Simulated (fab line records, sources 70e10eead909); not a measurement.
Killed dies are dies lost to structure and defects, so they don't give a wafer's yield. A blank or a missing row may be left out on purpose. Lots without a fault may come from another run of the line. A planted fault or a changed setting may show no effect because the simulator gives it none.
Chamber matching | flow nand_harc | NHARC_A_CONTACT_DEP_24 on pecvd-03: 3 sister chambers
The step deposits SiO2, target thk 500 nm. 6 wafers are shown with their chamber, then 9 later ones without.

WAFERS WITH THEIR CHAMBER
wafer  | chamber | heater_power_w (W) | showerhead_vpp_V (V)
L085.2 | 2       | 679                | 1860
L085.3 | 1       | 643                | 1827
L085.6 | 0       | 374                | 1722
L086.1 | 0       | 463                | 1728
L086.5 | 2       | 699                | 1848
L086.6 | 1       | 624                | 1823

WAFERS WITHOUT THEIR CHAMBER
wafer  | heater_power_w (W) | showerhead_vpp_V (V)
L090.1 | 557                | 1811
L090.2 | 494                | 1853
L090.6 | 614                | 1818
L092.2 | 490                | 1729
L092.4 | 634                | 1841
L092.5 | 624                | 1849
L097.1 | 463                | 1744
L097.5 | 478                | 1750
L097.6 | 640                | 1833

WHICH CHAMBER EACH WENT THROUGH
wafer  | from the rows above     | in truth
L090.1 | 1                       | 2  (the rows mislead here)
L090.2 | can't be placed: 2 or 1 | 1
L090.6 | 1                       | 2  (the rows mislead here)
L092.2 | 0                       | 0
L092.4 | can't be placed: 2 or 1 | 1
L092.5 | 2                       | 2
L097.1 | 0                       | 0
L097.5 | 0                       | 0
L097.6 | 1                       | 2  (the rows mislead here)
Placed correctly: 4 of 9. Can't be placed from these rows: 2 (the true chamber is among the candidates in 2). Placed wrongly: 3.
How it was worked out, from the rows above alone: a wafer's distance from a chamber is the root of the sum, over the readings, of the square of ((its reading less the chamber's mean) divided by the reading's scatter). The wafer belongs to the nearest chamber; if the next one is less than 2 further off, it can't be placed. A chamber's mean is the mean of its shown wafers. The scatter: the root of (the sum of the squares of (reading less its chamber's mean) over the shown wafers, divided by (wafers less chambers)).
